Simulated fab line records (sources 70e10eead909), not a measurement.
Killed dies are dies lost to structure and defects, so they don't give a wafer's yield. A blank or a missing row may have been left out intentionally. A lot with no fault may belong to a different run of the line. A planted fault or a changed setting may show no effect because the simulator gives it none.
Chamber matching || flow nand harc || NHARC_A_CHANNEL_FILL_D1_ALD_02 on ald hk-01 has 4 sister chambers
The step deposits SiO2, target thk 6 nm, pulse time 10 s, ald cycles 60. 16 wafers are shown with their chamber, then 8 later ones without.

WAFERS, EACH WITH ITS CHAMBER
{"wafer": "L074.2", "chamber": 3, "heater power w (W)": 430, "precursor pulse height rel": 0.979}
{"wafer": "L074.3", "chamber": 2, "heater power w (W)": 577, "precursor pulse height rel": 0.987}
{"wafer": "L074.5", "chamber": 2, "heater power w (W)": 591, "precursor pulse height rel": 1.038}
{"wafer": "L076.3", "chamber": 3, "heater power w (W)": 436, "precursor pulse height rel": 0.979}
{"wafer": "L076.5", "chamber": 2, "heater power w (W)": 590, "precursor pulse height rel": 0.965}
{"wafer": "L076.6", "chamber": 3, "heater power w (W)": 448, "precursor pulse height rel": 1.004}
{"wafer": "L078.3", "chamber": 3, "heater power w (W)": 433, "precursor pulse height rel": 1.026}
{"wafer": "L078.4", "chamber": 1, "heater power w (W)": 476, "precursor pulse height rel": 1.037}
{"wafer": "L078.5", "chamber": 0, "heater power w (W)": 487, "precursor pulse height rel": 0.964}
{"wafer": "L082.2", "chamber": 0, "heater power w (W)": 495, "precursor pulse height rel": 0.976}
{"wafer": "L082.4", "chamber": 1, "heater power w (W)": 476, "precursor pulse height rel": 1.012}
{"wafer": "L082.5", "chamber": 2, "heater power w (W)": 590, "precursor pulse height rel": 0.993}
{"wafer": "L085.2", "chamber": 1, "heater power w (W)": 485, "precursor pulse height rel": 1.001}
{"wafer": "L085.3", "chamber": 2, "heater power w (W)": 585, "precursor pulse height rel": 0.980}
{"wafer": "L085.5", "chamber": 0, "heater power w (W)": 492, "precursor pulse height rel": 1.013}
{"wafer": "L088.2", "chamber": 2, "heater power w (W)": 580, "precursor pulse height rel": 0.978}

SIGNATURES (averages over the wafers above)
{"reading": "heater power w", "chamber 0": 491.33, "chamber 1": 479.00, "chamber 2": 585.50, "chamber 3": 436.75, "scatter within a chamber": 6.1}
{"reading": "precursor pulse height rel", "chamber 0": 0.98433, "chamber 1": 1.01667, "chamber 2": 0.99017, "chamber 3": 0.99700, "scatter within a chamber": 0.0237}
Rule: for each reading, subtract the chamber's mean from the wafer's reading, divide by that reading's scatter and square the result; add these up over the readings and take the root, which gives the wafer's distance from the chamber. If the next closest chamber is less than 2 further off than the closest, the wafer can't be placed; otherwise it belongs to the closest. The scatter: take each reading less its chamber's mean, square it, sum over the shown wafers, divide by the number of wafers less the number of chambers, and take the root.

WAFERS WITH NO CHAMBER GIVEN
{"wafer": "L088.3", "heater power w (W)": 495, "precursor pulse height rel": 1.031}
{"wafer": "L088.6", "heater power w (W)": 491, "precursor pulse height rel": 1.010}
{"wafer": "L092.3", "heater power w (W)": 593, "precursor pulse height rel": 0.984}
{"wafer": "L092.4", "heater power w (W)": 434, "precursor pulse height rel": 1.030}
{"wafer": "L092.5", "heater power w (W)": 484, "precursor pulse height rel": 1.030}
{"wafer": "L097.1", "heater power w (W)": 494, "precursor pulse height rel": 0.982}
{"wafer": "L097.3", "heater power w (W)": 435, "precursor pulse height rel": 1.033}
{"wafer": "L097.5", "heater power w (W)": 435, "precursor pulse height rel": 0.976}

WHICH CHAMBER EACH ONE RAN IN
{"wafer": "L088.3", "from the rows above": "can't be placed: 0 or 1", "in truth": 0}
{"wafer": "L088.6", "from the rows above": "can't be placed: 0 or 1", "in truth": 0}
{"wafer": "L092.3", "from the rows above": 2, "in truth": 2}
{"wafer": "L092.4", "from the rows above": 3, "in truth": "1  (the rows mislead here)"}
{"wafer": "L092.5", "from the rows above": "can't be placed: 1 or 0", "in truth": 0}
{"wafer": "L097.1", "from the rows above": 0, "in truth": 0}
{"wafer": "L097.3", "from the rows above": 3, "in truth": 3}
{"wafer": "L097.5", "from the rows above": 3, "in truth": 3}
Placed correctly: 4 of 8. Not placeable from these rows: 3 (in 3, the candidates include the true chamber). Placed wrongly: 1.
